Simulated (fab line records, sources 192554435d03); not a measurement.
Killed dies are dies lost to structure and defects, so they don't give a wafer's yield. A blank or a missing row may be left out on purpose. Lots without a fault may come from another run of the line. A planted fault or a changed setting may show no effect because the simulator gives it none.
Problem report in the 8D (eight disciplines) form, filled by code | flow n5_finfet | the parts of the form that need people (team, actions taken, sign-off) are left out

1. THE PROBLEM
time_to_endpoint_s at N5_ILD0_CMP_12 reads a mean of 52.0 s on 2 wafers of 2 lots; wafers without a fault read 28.7 s with a standard deviation of 1.7. That is +14 standard deviations from the usual mean.
The step: polishes SiNx, stops on poly-Si, t overpolish 6 s, target thk 17.67 nm.
First seen on wafer L497.6, day 6 13:54, on cmp-02. The record holds 25 wafers of 9 lots with a number at this step. Rule for "out", or "out of limits": more than 4 standard deviations from the usual mean. The other wafers with a number count as sound.

2. WHAT IT IS AND WHAT IT IS NOT
question                    | is                 | is not
which readings at this step | time_to_endpoint_s | motor_current_A
which lots                  | L497, L498         | L487, L501, L505, L506, L507, L508, L509
which wafers of those lots  | L497.6, L498.4     | L497.5, L498.1
read on which tools         | cmp-01, cmp-02     | cmp-03
when                        | from day 6 13:54   | up to then (4 sound wafers); but 19 sound wafers of L498, L501, L505, L506, L507, L508, L509 came after

3. SUSPECTS, AND WHAT RULES EACH OUT
Counting: a tool at a process step up to the reading stays a suspect if it ran every lot that is out. Sound lots after the first of them don't rule it out here, since some wafers of a struck lot are sound.
- ald_sin-03 at N5_ILD0_ALD_15 (deposits SiNx, target thk 24 nm, pulse time 1 s, ald cycles 480): kept. It ran every lot that is out, first L497 (day 6 12:37).
- Within ald_sin-03 at N5_ILD0_ALD_15: the wafers that are out ran in chamber 1; their sound lot-mates ran in chambers 0, 3.
Left after counting: ald_sin-03 at N5_ILD0_ALD_15.

4. THE CAUSE (what the simulator had put in)
Process parameter drift: ald_sin-03, from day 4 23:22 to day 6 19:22, at N5_ILD0_ALD_15. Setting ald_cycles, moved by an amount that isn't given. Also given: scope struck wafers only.
Counting left only this tool.

5. THE CHAIN OF EFFECTS, in route order
Each row: a reading whose mean over the struck wafers that have a number lies more than 3 standard deviations from the usual. Only readings for which the record gives a usual standard deviation are gone through. hours: the time from each lot's start at the first step in this table that gives one to its start at this step, as a median over the lots. sigmas: the change in usual standard deviations.
hours | step           | reading            | usual  | on struck wafers | change | sigmas
0     | N5_ILD0_CMP_12 | time_to_endpoint_s | 28.7 s | 52.0             | +23.3  | +14
The process steps in it:
- N5_ILD0_CMP_12: polishes SiNx, stops on poly-Si, t overpolish 6 s, target thk 17.67 nm.
Later measuring or inspecting steps at which every struck wafer that the step has a row for has a number for every such reading, and none has moved that far: N5_BEOL_M4_RC_MEAS_101.

6. WHAT WOULD HAVE CAUGHT IT SOONER
In this record the first reading out of limits was taken at day 6 13:54, 39 hours after the fault began at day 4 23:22.
Of the tool readings at N5_ILD0_ALD_15 for which the record gives a usual standard deviation, none was out on any struck wafer, so an alarm limit of 4 standard deviations on them would not have fired.
Of the lots that are out (2), L498 began N5_ILD0_ALD_15 on ald_sin-03 after day 6 13:54. A hold on the tool at that time would have spared it.
